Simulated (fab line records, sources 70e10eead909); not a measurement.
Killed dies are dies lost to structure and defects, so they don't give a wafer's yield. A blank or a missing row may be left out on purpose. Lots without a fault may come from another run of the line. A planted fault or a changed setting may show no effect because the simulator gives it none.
Chamber matching | flow nand_harc | NHARC_P_GATE_DESCUM_48 on rie_diel-06: 4 sister chambers
The step chemistry O2, time 3 s. 14 wafers are shown with their chamber, then 7 later ones without.

WAFERS WITH THEIR CHAMBER
wafer  | chamber | drypump_motor_current_A (A) | showerhead_plenum_p_Torr (Torr) | oes_product_au (a.u.)
L075.1 | 0       | 5.6                         | 1.93                            | 0.972
L075.2 | 1       | 5.1                         | 1.91                            | 1.009
L075.3 | 3       | 6.4                         | 1.90                            | 0.992
L077.1 | 3       | 6.4                         | 1.90                            | 0.987
L077.2 | 2       | 5.9                         | 1.91                            | 0.985
L077.6 | 3       | 6.4                         | 1.90                            | 0.988
L079.2 | 2       | 5.9                         | 1.91                            | 0.987
L079.3 | 1       | 5.1                         | 1.91                            | 1.011
L079.6 | 3       | 6.4                         | 1.90                            | 0.981
L078.3 | 1       | 5.1                         | 1.91                            | 0.998
L078.4 | 2       | 5.9                         | 1.91                            | 0.992
L078.6 | 3       | 6.4                         | 1.90                            | 0.981
L084.1 | 0       | 5.6                         | 1.92                            | 0.970
L084.5 | 2       | 5.8                         | 1.90                            | 0.987

SIGNATURES (means of the wafers above)
reading                  | chamber 0 | chamber 1 | chamber 2 | chamber 3 | scatter within a chamber
drypump_motor_current_A  | 5.600     | 5.100     | 5.875     | 6.400     | 0.0274
showerhead_plenum_p_Torr | 1.9250    | 1.9100    | 1.9075    | 1.9000    | 0.00354
oes_product_au           | 0.97100   | 1.00600   | 0.98775   | 0.98580   | 0.00466
Rule: a wafer's distance from a chamber is the root of the sum, over the readings, of the square of ((its reading less the chamber's mean) divided by the reading's scatter). The wafer belongs to the nearest chamber; if the next one is less than 2 further off, it can't be placed. The scatter: the root of (the sum of the squares of (reading less its chamber's mean) over the shown wafers, divided by (wafers less chambers)).

WAFERS WITHOUT THEIR CHAMBER
wafer  | drypump_motor_current_A (A) | showerhead_plenum_p_Torr (Torr) | oes_product_au (a.u.)
L084.6 | 5.1                         | 1.90                            | 0.997
L086.1 | 5.6                         | 1.92                            | 0.970
L086.3 | 5.1                         | 1.90                            | 1.003
L086.5 | 5.9                         | 1.90                            | 0.972
L085.2 | 6.4                         | 1.89                            | 0.989
L085.5 | 5.6                         | 1.92                            | 0.965
L085.6 | 5.1                         | 1.90                            | 1.002

WHICH CHAMBER EACH WENT THROUGH
wafer  | from the rows above | in truth
L084.6 | 1                   | 1
L086.1 | 0                   | 0
L086.3 | 1                   | 1
L086.5 | 2                   | 2
L085.2 | 3                   | 3
L085.5 | 0                   | 0
L085.6 | 1                   | 1
Placed correctly: 7 of 7. Can't be placed from these rows: 0. Placed wrongly: 0.
